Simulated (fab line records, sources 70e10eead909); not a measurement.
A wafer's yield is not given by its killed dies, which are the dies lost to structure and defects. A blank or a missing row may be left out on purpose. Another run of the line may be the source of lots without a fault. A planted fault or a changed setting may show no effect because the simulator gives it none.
Which tool is to blame?    flow nand harc    14 lots, 42 wafers sampled, at 4 steps of a route of 1302

## WHAT EACH GAUGE READ, for each wafer
NHARC_A_M1_OVL_MEAS_10: pitch 240 nm.
lot   measured      on          overlay x nm (nm)  overlay y nm (nm)
L843  day 23 14:47  overlay-01  -0.1 -0.4 0.0      -0.8 -0.1 0.0
L844  day 24 08:37  overlay-01  -0.5 -0.5 -0.4     -0.6 -0.8 -0.3
L845  day 24 19:13  overlay-01  0.1 0.0 -0.8       0.0 0.5 0.4
L847  day 25 23:41  overlay-02  -0.1 -0.8 -1.0     -0.9 -1.2 -1.0
L841  day 26 04:01  overlay-01  -0.3 0.4 0.0       -0.8 -0.8 -0.3
L846  day 26 05:59  overlay-02  -0.8 -1.2 -1.2     0.2 0.2 0.7
L853  day 28 16:58  overlay-02  - - -              - - -
L856  day 28 23:14  overlay-02  - - -              - - -
L857  day 29 15:11  overlay-02  -0.2 0.1 0.2       1.1 0.7 0.9
L859  day 30 12:11  overlay-02  0.4 -0.1 -0.1      0.7 -0.1 0.3
L861  day 31 20:26  overlay-02  -1.0 -0.9 -0.5     0.1 -0.1 -0.2
L862  day 31 23:31  overlay-02  0.1 -0.1 0.2       -0.3 -0.7 -0.6
L860  day 32 03:14  overlay-01  -0.1 0.1 0.3       0.2 0.0 0.0
L863  day 32 07:09  overlay-02  0.9 0.4 1.0        0.5 0.5 -0.2

## TOOL THAT RAN EACH LOT (tool first, then ch and the chambers of the sampled wafers, then the start)
lot   NHARC_A_M0_PRE_CLEAN_29                  NHARC_A_M0_DEP_32                NHARC_A_M1_EXPOSE_06
L843  pvd sputter-02, day 23 13:28 or earlier  pecvd-01 ch 1,2, day 23 13:28    arfi scanner-01 ch 0, day 23 14:33
L844  pvd sputter-02, day 24 07:17 or earlier  pecvd-04 ch 0,1,2, day 24 07:17  arfi scanner-03 ch 0, day 24 08:23
L845  pvd sputter-02, day 24 18:03 or earlier  pecvd-04 ch 0,2, day 24 18:03    arfi scanner-03 ch 0, day 24 19:00
L847  pvd sputter-02, day 25 22:20 or earlier  pecvd-01 ch 1,2, day 25 22:20    arfi scanner-03 ch 0, day 25 23:27
L841  pvd sputter-03, day 26 02:38 or earlier  pecvd-04 ch 0,1,2, day 26 02:38  arfi scanner-03 ch 0, day 26 03:47
L846  pvd sputter-02, day 26 04:47 or earlier  pecvd-04 ch 0,2, day 26 04:47    arfi scanner-03 ch 0, day 26 05:46
L853  pvd sputter-02, day 28 15:44 or earlier  pecvd-04 ch 0,1, day 28 15:44    arfi scanner-03, day 28 16:44
L856  pvd sputter-02, day 28 22:01 or earlier  pecvd-01 ch 0,1,2, day 28 22:01  arfi scanner-03, day 28 23:01
L857  pvd sputter-01, day 29 13:59 or earlier  pecvd-02 ch 0,1,2, day 29 13:59  arfi scanner-01 ch 0, day 29 14:57
L859  pvd sputter-01, day 30 10:55 or earlier  pecvd-04 ch 0,1, day 30 10:55    arfi scanner-02 ch 0, day 30 11:58
L861  pvd sputter-01, day 31 19:13 or earlier  pecvd-01 ch 0,2, day 31 19:13    arfi scanner-02 ch 0, day 31 20:12
L862  pvd sputter-02, day 31 22:18 or earlier  pecvd-02 ch 0,1,2, day 31 22:18  arfi scanner-02 ch 0, day 31 23:17
L860  pvd sputter-02, day 32 01:53 or earlier  pecvd-01 ch 1,2, day 32 01:53    arfi scanner-03 ch 0, day 32 03:00
L863  pvd sputter-03, day 32 05:34 or earlier  pecvd-02 ch 0,1, day 32 05:34    arfi scanner-01 ch 0, day 32 06:56
- NHARC_A_M0_PRE_CLEAN_29: time 30 s.
- NHARC_A_M0_DEP_32: deposits SiCN, target thk 30 nm.
- NHARC_A_M1_EXPOSE_06: exposes mask A M1, target cd 120 nm.

## WHAT THE TOOLS THEMSELVES READ (means of the sampled wafers that have a number; where no wafer has one, the mark that the record gives instead)
NHARC_A_M0_PRE_CLEAN_29.
lot   tool            heater power w (W)
L843  pvd sputter-02  369
L844  pvd sputter-02  369
L845  pvd sputter-02  361
L847  pvd sputter-02  373
L841  pvd sputter-03  412
L846  pvd sputter-02  376
L853  pvd sputter-02  356
L856  pvd sputter-02  392
L857  pvd sputter-01  480
L859  pvd sputter-01  433
L861  pvd sputter-01  495
L862  pvd sputter-02  391
L860  pvd sputter-02  381
L863  pvd sputter-03  409

NHARC_A_M0_DEP_32.
lot   tool      heater power w (W)
L843  pecvd-01  560
L844  pecvd-04  546
L845  pecvd-04  533
L847  pecvd-01  542
L841  pecvd-04  529
L846  pecvd-04  614
L853  pecvd-04  479
L856  pecvd-01  588
L857  pecvd-02  601
L859  pecvd-04  501
L861  pecvd-01  610
L862  pecvd-02  618
L860  pecvd-01  592
L863  pecvd-02  607

NHARC_A_M1_EXPOSE_06.
lot   tool             exposure dose mJ cm2  focus offset nm (nm)
L843  arfi scanner-01  75.11                 0.3
L844  arfi scanner-03  75.12                 -0.5
L845  arfi scanner-03  75.20                 0.1
L847  arfi scanner-03  75.21                 0.7
L841  arfi scanner-03  75.21                 0.4
L846  arfi scanner-03  75.19                 1.0
L853  arfi scanner-03  -                     -
L856  arfi scanner-03  -                     -
L857  arfi scanner-01  75.10                 0.7
L859  arfi scanner-02  75.11                 -0.5
L861  arfi scanner-02  75.09                 -0.1
L862  arfi scanner-02  75.09                 -0.3
L860  arfi scanner-03  75.16                 0.8
L863  arfi scanner-01  75.10                 -0.2

## THE ANSWER, worked out from the rows above alone
Rule: the lots themselves supply what counts as usual. The widest of any qualifying gaps counts: lots, ordered by their means at a reading, are off when they make up no more than a third of the lots, leave a main group of 4 or more, and stand apart from it by 3 or more times the standard deviation of that group's means. If all means in a main group match to the digits the tables above print for the reading, that group is not used. A lot without any number at a reading at which 4 lots or more have one is off too. Where the step has rows for the other lots, those lots are counted as sound. Order of review: gauges by route order, followed by the tools' own readings, for which a lot's mean as printed above is used. The first step at which some lot is off is used, and at that step the reading that is off furthest; a lot without a number counts as furthest.
Off, at NHARC_A_M1_OVL_MEAS_10 on overlay x nm: L853, L856. Without a number there: L853, L856. Main group: mean -0.2 nm, sd 0.47.
If a tool, at a process step before that reading, ran all the lots that are off and no sound lot after the first of them, it fits. Not tried: the gauges at NHARC_A_M1_OVL_MEAS_10; whatever is off there is also off at NHARC_A_M1_EXPOSE_06, on other tools, and gauge error can't account for it. NHARC_A_M0_PRE_CLEAN_29: start missing for some lots; hours and lot order therefore follow NHARC_A_M0_DEP_32. No candidate that was tried fits.

## WHAT THE SIMULATOR HAD PUT IN
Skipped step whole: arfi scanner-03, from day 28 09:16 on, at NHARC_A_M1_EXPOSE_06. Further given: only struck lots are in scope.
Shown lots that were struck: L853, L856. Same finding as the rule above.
